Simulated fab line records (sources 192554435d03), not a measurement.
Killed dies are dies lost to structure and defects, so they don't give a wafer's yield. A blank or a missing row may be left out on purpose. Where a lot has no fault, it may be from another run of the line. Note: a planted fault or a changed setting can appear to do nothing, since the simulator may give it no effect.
Matching of chambers	flow n5-finfet	3 sister chambers for N5_BEOL_M5_PRE_CLEAN_77 on cvd-co-01
The step time 15 s. 27 wafers are shown with their chamber, then 12 later ones without.

== WAFERS PAIRED WITH THEIR CHAMBERS ==
wafer	chamber	heater-power-w (W)
L074.3	2	75
L074.4	1	63
L074.6	0	83
L075.1	2	73
L075.3	0	83
L075.5	2	77
L076.3	1	63
L076.5	1	63
L076.6	2	77
L077.1	2	76
L077.2	0	83
L077.6	2	75
L080.1	0	83
L080.2	1	64
L080.3	1	62
L082.4	1	63
L082.5	0	84
L082.6	1	63
L083.3	1	62
L083.4	0	83
L083.6	0	82
L087.1	1	64
L087.4	2	77
L087.5	0	82
L088.1	1	65
L088.3	2	78
L088.6	2	79

SIGNATURES (means of the wafers above)
reading	chamber 0	chamber 1	chamber 2	scatter within a chamber
heater-power-w	82.88	63.20	76.33	1.23
Rule: for a wafer and a chamber, the distance is found by dividing, reading by reading, the gap between the wafer's reading and the chamber's mean by the reading's scatter, squaring, summing and taking the root. The wafer belongs to the nearest chamber; if the next one is less than 2 further off, it can't be placed. The scatter is the square root of a quotient: the sum, over the shown wafers, of each reading's squared deviation from its chamber's mean, divided by wafers minus chambers.

== WAFERS MISSING THEIR CHAMBER ==
wafer	heater-power-w (W)
L091.2	63
L091.4	79
L091.5	83
L094.3	76
L094.4	62
L094.5	77
L092.1	63
L092.2	78
L092.5	65
L095.2	84
L095.3	65
L095.5	83

== WHICH CHAMBER EACH ONE RAN IN ==
wafer	from the rows above	in truth
L091.2	1	1
L091.4	can't be placed: 2 or 0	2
L091.5	0	0
L094.3	2	2
L094.4	1	1
L094.5	2	2
L092.1	1	1
L092.2	2	2
L092.5	1	1
L095.2	0	0
L095.3	1	1
L095.5	0	0
Placed correctly: 11 of 12. Can't be placed from these rows: 1 (the true chamber is among the candidates in 1). Number placed wrongly: 0.
